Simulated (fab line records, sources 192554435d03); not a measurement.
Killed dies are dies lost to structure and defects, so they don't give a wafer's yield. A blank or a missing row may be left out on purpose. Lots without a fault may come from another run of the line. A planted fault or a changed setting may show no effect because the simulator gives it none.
Which tool did it? | flow n5_finfet | 12 lots, 36 wafers sampled, at 1 step of a route of 1938

WHAT THE GAUGES READ, wafer by wafer
N5_BEOL_M2_OCD_MEAS_38.
lot  | measured     | on     | trench_depth_nm (nm)
L074 | day 7 11:16  | ocd-02 | 55.9 54.6 54.4
L078 | day 7 18:52  | ocd-01 | 54.5 56.8 54.1
L079 | day 8 07:00  | ocd-02 | 56.3 56.4 54.6
L080 | day 8 07:49  | ocd-01 | 54.6 55.1 57.1
L083 | day 9 08:08  | ocd-01 | 57.4 57.5 55.7
L085 | day 10 20:16 | ocd-02 | 54.7 55.8 57.0
L088 | day 11 01:41 | ocd-02 | 56.1 56.0 57.1
L089 | day 11 10:41 | ocd-02 | 54.9 56.7 56.4
L090 | day 11 14:56 | ocd-01 | 55.7 56.2 55.9
L092 | day 11 21:40 | ocd-01 | 56.1 55.0 55.1
L094 | day 12 11:16 | ocd-01 | 56.1 55.8 56.5
L097 | day 13 09:50 | ocd-01 | 56.5 56.2 55.9

WHICH TOOL RAN EACH LOT (tool, then ch and the chambers of the sampled wafers, then the start)
The record holds no process step before these readings.

THE ANSWER, worked out from the rows above alone
Rule: what is usual is taken from the lots themselves. Put in order of their means at a reading, lots are off if they are a third of the lots or fewer, leave a main group of 4 or more, and stand apart from it by a gap of 3 or more times the standard deviation of the main group's means; of several such gaps the widest counts. A main group whose means are all the same, to the digits that the tables above print for the reading, isn't used. A lot without any number at a reading at which 4 lots or more have one is off too. The other lots that the step has rows for count as sound.
No lot is off at any reading shown: from this, nothing can be told.

WHAT THE SIMULATOR HAD PUT IN
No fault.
